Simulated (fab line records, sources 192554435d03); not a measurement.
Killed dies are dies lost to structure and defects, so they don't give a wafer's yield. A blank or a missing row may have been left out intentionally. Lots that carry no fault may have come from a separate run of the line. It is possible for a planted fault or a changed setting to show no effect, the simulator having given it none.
Matching of chambers -- flow n5Finfet -- 4 sister chambers for N5_BEOL_M4_ETCHBACK_99 on rieDiel-01
The step etches SiO2 in CHF3, target depth 5 nm, time 10.4 s. 18 wafers are shown with their chamber, then 9 later ones without.

## WAFERS, EACH WITH ITS CHAMBER
wafer,chamber,drypumpMotorCurrentA (A),showerheadPlenumPTorr (Torr),throttleValvePct (%)
L076.1,2,5.5,2.15,17.01
L076.2,0,5.3,2.21,17.18
L076.4,1,4.9,2.11,16.72
L077.1,1,4.8,2.11,16.71
L077.5,1,4.9,2.11,16.73
L077.6,2,5.5,2.15,17.02
L079.1,2,5.5,2.15,17.01
L079.2,0,5.4,2.20,17.20
L079.3,3,5.8,2.19,16.88
L082.2,1,4.8,2.10,16.74
L082.5,0,5.3,2.20,17.20
L082.6,3,5.8,2.18,16.91
L086.2,2,5.5,2.15,17.04
L086.5,1,4.8,2.10,16.76
L086.6,2,5.5,2.15,17.05
L089.1,0,5.3,2.20,17.24
L089.3,2,5.5,2.14,17.07
L089.6,3,5.8,2.18,16.94

SIGNATURES (means of the wafers above)
reading,chamber 0,chamber 1,chamber 2,chamber 3,scatter within a chamber
drypumpMotorCurrentA,5.325,4.840,5.500,5.800,0.0373
showerheadPlenumPTorr,2.2025,2.1060,2.1483,2.1833,0.00496
throttleValvePct,17.2050,16.7320,17.0333,16.9100,0.0241
Rule: for a wafer and a chamber, the distance is found by dividing, reading by reading, the gap between the wafer's reading and the chamber's mean by the reading's scatter, squaring, summing and taking the root. The wafer belongs to the nearest chamber; if the next one is less than 2 further off, it can't be placed. How the scatter is found: for the shown wafers, subtract from each reading the mean of its chamber, square and add these, divide the total by (wafers less chambers), then take the root.

## WAFERS WITHOUT THEIR CHAMBER
wafer,drypumpMotorCurrentA (A),showerheadPlenumPTorr (Torr),throttleValvePct (%)
L093.1,5.4,2.19,17.23
L093.2,5.8,2.17,16.95
L093.4,4.8,2.10,16.80
L094.2,4.9,2.10,16.79
L094.4,5.5,2.14,17.08
L094.6,5.5,2.14,17.08
L096.2,5.7,2.17,16.95
L096.4,5.3,2.19,17.24
L096.6,5.5,2.14,17.07

## EACH ONE'S CHAMBER
wafer,from the rows above,in truth
L093.1,0,0
L093.2,3,3
L093.4,1,1
L094.2,1,1
L094.4,2,2
L094.6,2,2
L096.2,3,3
L096.4,0,0
L096.6,2,2
Placed correctly: 9 of 9. From these rows, 0 cannot be placed. Wrongly placed: 0.
